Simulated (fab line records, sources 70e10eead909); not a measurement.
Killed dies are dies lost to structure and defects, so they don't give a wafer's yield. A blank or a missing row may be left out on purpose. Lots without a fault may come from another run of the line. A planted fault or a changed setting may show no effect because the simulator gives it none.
Which tool did it? | flow nand_harc | 12 lots, 36 wafers sampled, at 5 steps of a route of 1159

WHAT THE GAUGES READ, wafer by wafer
NHARC_THIN_TSV_INSPECT_40.
lot  | measured     | on                | raw_defect_count
L889 | day 19 05:56 | defect_inspect-01 | 453 538 546
L890 | day 19 09:20 | defect_inspect-02 | 503 354 399
L891 | day 19 15:47 | defect_inspect-01 | 507 477 456
L893 | day 20 07:55 | defect_inspect-01 | 652 484
L895 | day 21 11:44 | defect_inspect-01 | 502
L896 | day 21 11:44 | defect_inspect-01 | 448
L903 | day 22 10:27 | defect_inspect-02 | 670 641 500
L905 | day 22 22:19 | defect_inspect-01 | 404 380 365
L906 | day 24 01:42 | defect_inspect-02 | 513 376 459
L908 | day 23 20:52 | defect_inspect-02 | 555 439 478
L912 | day 24 09:40 | defect_inspect-02 | 485 435 412
L911 | day 25 05:42 | defect_inspect-02 | 637 688 588

NHARC_END_SORT_01.
lot  | measured     | on        | defect_limited_yield (%) | killed_at_array | killed_at_other | killed_at_periphery | killed_dies | killed_open | killed_short | sort_bin_2_pct (%) | sort_bin_3_pct (%) | sort_bin_4_pct (%) | sort_n_pass | sort_rim_yield_pct (%) | sort_yield_pct (%)
L889 | day 19 18:21 | prober-01 | 96.9 96.5 96.5           | 19 19 19        | 1 0 0           | 1 5 5               | 21 24 24    | 3 3 4       | 0 0 1        | 0.7 0.7 1.5        | 0.30 0.15 0.15     | 2.1 2.7 1.9        | 656 653 653 | 96.2 97.2 95.3         | 96.9 96.5 96.5
L890 | day 19 17:35 | prober-02 | 97.9 98.4 97.5           | 11 10 16        | 0 0 0           | 3 1 1               | 14 11 17    | 4 1 1       | 3 2 5        | 0.6 0.4 0.7        | 0.15 0.15 0.30     | 1.3 1.0 1.5        | 663 666 660 | 98.1 97.2 94.3         | 97.9 98.4 97.5
L891 | day 20 01:26 | prober-02 | 96.5 97.6 97.6           | 17 14 14        | 1 0 0           | 6 2 2               | 24 16 16    | 8 3 1       | 5 1 1        | 0.9 0.6 0.4        | 0 0.30 0           | 2.7 1.5 1.9        | 653 661 661 | 93.4 98.1 100.0        | 96.5 97.6 97.6
L893 | day 20 11:47 | prober-02 | 0 95.0 95.9              | 19 26 20        | 0 1 0           | 658 7 8             | 677 34 28   | 2 1 4       | 2 1 2        | 97.6 2.1 2.4       | 0 0.44 0.30        | 2.4 2.5 1.5        | 0 643 649   | 0 94.3 98.1            | 0 95.0 95.9
L895 | day 21 23:24 | prober-02 | 0 0 94.1                 | 31 48 38        | 0 0 0           | 646 629 2           | 677 677 40  | 4 3 3       | 0 1 2        | 96.5 95.0 1.8      | 0.15 0.44 0.30     | 3.4 4.6 3.8        | 0 0 637     | 0 0 96.2               | 0 0 94.1
L896 | day 21 14:46 | prober-02 | 0 0.1 97.0               | 23 28 17        | 0 0 0           | 654 648 3           | 677 676 20  | 2 5 5       | 5 2 0        | 97.5 96.5 0.9      | 0.15 0.15 0.15     | 2.4 3.2 1.9        | 0 1 657     | 0 0.9 96.2             | 0 0.1 97.0
L903 | day 22 13:32 | prober-01 | 94.7 95.6 94.7           | 35 24 33        | 0 2 1           | 1 4 2               | 36 30 36    | 4 5 4       | 3 2 5        | 1.8 1.3 1.8        | 0.44 0.44 0.30     | 3.1 2.7 3.2        | 641 647 641 | 95.3 96.2 99.1         | 94.7 95.6 94.7
L905 | day 23 05:02 | prober-01 | 92.9 93.6 94.4           | 35 32 26        | 4 3 5           | 9 8 7               | 48 43 38    | 5 3 1       | 0 2 3        | 2.2 1.8 0.9        | 0 0.44 0.30        | 4.9 4.1 4.4        | 629 634 639 | 91.5 94.3 90.6         | 92.9 93.6 94.4
L906 | day 24 04:44 | prober-02 | 94.4 94.5 94.7           | 28 35 32        | 0 0 0           | 10 2 4              | 38 37 36    | 1 5 3       | 2 0 0        | 1.3 1.3 1.8        | 0.30 0.30 0.15     | 4.0 3.8 3.4        | 639 640 641 | 92.5 98.1 94.3         | 94.4 94.5 94.7
L908 | day 23 23:56 | prober-01 | 94.8 96.9 97.9           | 30 15 14        | 0 1 0           | 5 5 0               | 35 21 14    | 4 3 2       | 2 2 2        | 1.3 1.0 0.3        | 0 0 0.15           | 3.8 2.1 1.6        | 642 656 663 | 96.2 100.0 98.1        | 94.8 96.9 97.9
L912 | day 24 15:29 | prober-01 | 95.7 95.3 95.4           | 26 30 29        | 0 0 0           | 3 2 2               | 29 32 31    | 5 4 1       | 0 1 5        | 1.2 1.6 1.3        | 0.30 0.59 0.30     | 2.8 2.5 3.0        | 648 645 646 | 93.4 97.2 98.1         | 95.7 95.3 95.4
L911 | day 25 08:47 | prober-01 | 96.2 96.5 95.6           | 22 19 23        | 0 0 1           | 4 5 6               | 26 24 30    | 4 3 1       | 3 3 2        | 0.4 0.9 1.0        | 0.30 0 0.15        | 3.1 2.7 3.2        | 651 653 647 | 100.0 97.2 94.3        | 96.2 96.5 95.6

WHICH TOOL RAN EACH LOT (tool, then ch and the chambers of the sampled wafers, then the start)
lot  | NHARC_P_BONDPAD_ECD_18         | NHARC_THIN_TSV_DESCUM_14           | NHARC_THIN_TSV_PVD_51
L889 | ecd_cu-02 ch 0,1, day 6 02:31  | rie_diel-02 ch 0,3, day 18 18:58   | pvd_sputter-01, day 19 05:56 or earlier
L890 | ecd_cu-02 ch 0,1, day 6 20:13  | rie_diel-09 ch 0,1,2, day 18 21:26 | pvd_sputter-01, day 19 09:20 or earlier
L891 | ecd_cu-01 ch 0,1, day 6 21:10  | rie_diel-11 ch 2,3, day 19 02:19   | pvd_sputter-01, day 19 15:47 or earlier
L893 | ecd_cu-02 ch 0,1, day 7 19:54  | rie_diel-02 ch 2, day 19 18:25     | pvd_sputter-02, day 20 07:55 or earlier
L895 | ecd_cu-02 ch 0,1, day 8 06:32  | rie_diel-11 ch 1, day 21 02:08     | pvd_sputter-01, day 21 11:44 or earlier
L896 | ecd_cu-02 ch 1, day 8 11:13    | rie_diel-02 ch 1, day 20 23:43     | pvd_sputter-01, day 21 11:44 or earlier
L903 | ecd_cu-01 ch 0,1, day 9 17:59  | rie_diel-02 ch 0,1,2, day 21 21:37 | pvd_sputter-02, day 22 10:27 or earlier
L905 | ecd_cu-01 ch 0,1, day 10 12:51 | rie_diel-11 ch 2,3, day 22 09:22   | pvd_sputter-02, day 22 22:19 or earlier
L906 | ecd_cu-02 ch 0,1, day 10 20:17 | rie_diel-09 ch 0,1,2, day 23 12:44 | pvd_sputter-02, day 24 01:42 or earlier
L908 | ecd_cu-02 ch 0,1, day 10 21:49 | rie_diel-09 ch 0,2,3, day 23 08:37 | pvd_sputter-01, day 23 20:52 or earlier
L912 | ecd_cu-02 ch 0,1, day 11 19:41 | rie_diel-02 ch 1,2,3, day 23 23:28 | pvd_sputter-03, day 24 09:40 or earlier
L911 | ecd_cu-02 ch 0,1, day 11 20:21 | rie_diel-02 ch 1,2, day 24 18:01   | pvd_sputter-03, day 25 05:42 or earlier
- NHARC_P_BONDPAD_ECD_18: material Cu, target thk 400 nm.
- NHARC_THIN_TSV_DESCUM_14: chemistry O2, time 3 s.
- NHARC_THIN_TSV_PVD_51: deposits Cu, target thk 100 nm.

WHAT THE TOOLS THEMSELVES READ (means of the sampled wafers that have a number; where no wafer has one, the mark that the record gives instead)
NHARC_P_BONDPAD_ECD_18.
lot  | tool      | bath_temp_c (C)
L889 | ecd_cu-02 | 25.01
L890 | ecd_cu-02 | 24.92
L891 | ecd_cu-01 | 24.96
L893 | ecd_cu-02 | 24.97
L895 | ecd_cu-02 | 24.99
L896 | ecd_cu-02 | 25.05
L903 | ecd_cu-01 | 25.01
L905 | ecd_cu-01 | 24.98
L906 | ecd_cu-02 | 24.94
L908 | ecd_cu-02 | 25.02
L912 | ecd_cu-02 | 25.06
L911 | ecd_cu-02 | 25.08

NHARC_THIN_TSV_DESCUM_14.
lot  | tool        | drypump_motor_current_A (A) | oes_product_au (a.u.) | rf_vpp_V (V) | showerhead_plenum_p_Torr (Torr) | throttle_valve_pct (%)
L889 | rie_diel-02 | 5.9                         | 1.004                 | 57.5         | 1.95                            | 11.294
L890 | rie_diel-09 | 5.9                         | 0.990                 | 56.6         | 1.89                            | 11.317
L891 | rie_diel-11 | 6.2                         | 1.011                 | 56.6         | 1.90                            | 11.305
L893 | rie_diel-02 | 6.2                         | 0.994                 | 57.9         | 1.98                            | 11.314
L895 | rie_diel-11 | 5.5                         | 0.998                 | 58.0         | 2.02                            | 11.320
L896 | rie_diel-02 | 6.7                         | 0.991                 | 57.9         | 1.93                            | 11.307
L903 | rie_diel-02 | 6.4                         | 1.005                 | 57.9         | 1.99                            | 11.312
L905 | rie_diel-11 | 6.2                         | 1.005                 | 57.2         | 1.90                            | 11.302
L906 | rie_diel-09 | 5.9                         | 1.003                 | 57.8         | 1.88                            | 11.306
L908 | rie_diel-09 | 5.8                         | 1.003                 | 57.0         | 1.89                            | 11.292
L912 | rie_diel-02 | 6.2                         | 1.005                 | 59.2         | 1.93                            | 11.304
L911 | rie_diel-02 | 6.4                         | 1.008                 | 57.5         | 1.96                            | 11.314

NHARC_THIN_TSV_PVD_51.
lot  | tool           | throttle_valve_pct (%)
L889 | pvd_sputter-01 | 29.7
L890 | pvd_sputter-01 | 29.7
L891 | pvd_sputter-01 | 29.4
L893 | pvd_sputter-02 | 29.9
L895 | pvd_sputter-01 | 29.3
L896 | pvd_sputter-01 | 30.9
L903 | pvd_sputter-02 | 29.8
L905 | pvd_sputter-02 | 29.4
L906 | pvd_sputter-02 | 29.6
L908 | pvd_sputter-01 | 29.9
L912 | pvd_sputter-03 | 30.4
L911 | pvd_sputter-03 | 30.2

THE ANSWER, worked out from the rows above alone
Rule: what is usual is taken from the lots themselves. Put in order of their means at a reading, lots are off if they are a third of the lots or fewer, leave a main group of 4 or more, and stand apart from it by a gap of 3 or more times the standard deviation of the main group's means; of several such gaps the widest counts. A main group whose means are all the same, to the digits that the tables above print for the reading, isn't used. A lot without any number at a reading at which 4 lots or more have one is off too. The other lots that the step has rows for count as sound. The gauges are gone through in route order, then the tools' own readings, and for those a lot's mean is taken as printed above. The first step at which some lot is off is used, and at that step the reading that is off furthest; a lot without a number counts as furthest.
Off: L893, L895, L896, at NHARC_END_SORT_01 (killed_at_periphery). The main group: mean 3.9, standard deviation 1.8.
A tool fits if, at a process step before that reading, it ran every lot that is off, and no sound lot after the first of them. The gauges at NHARC_END_SORT_01 are tried like those tools. NHARC_THIN_TSV_PVD_51 gives no start for some lots, so the hours and the order of its lots are those of NHARC_THIN_TSV_INSPECT_40. None of those tried fits.

WHAT THE SIMULATOR HAD PUT IN
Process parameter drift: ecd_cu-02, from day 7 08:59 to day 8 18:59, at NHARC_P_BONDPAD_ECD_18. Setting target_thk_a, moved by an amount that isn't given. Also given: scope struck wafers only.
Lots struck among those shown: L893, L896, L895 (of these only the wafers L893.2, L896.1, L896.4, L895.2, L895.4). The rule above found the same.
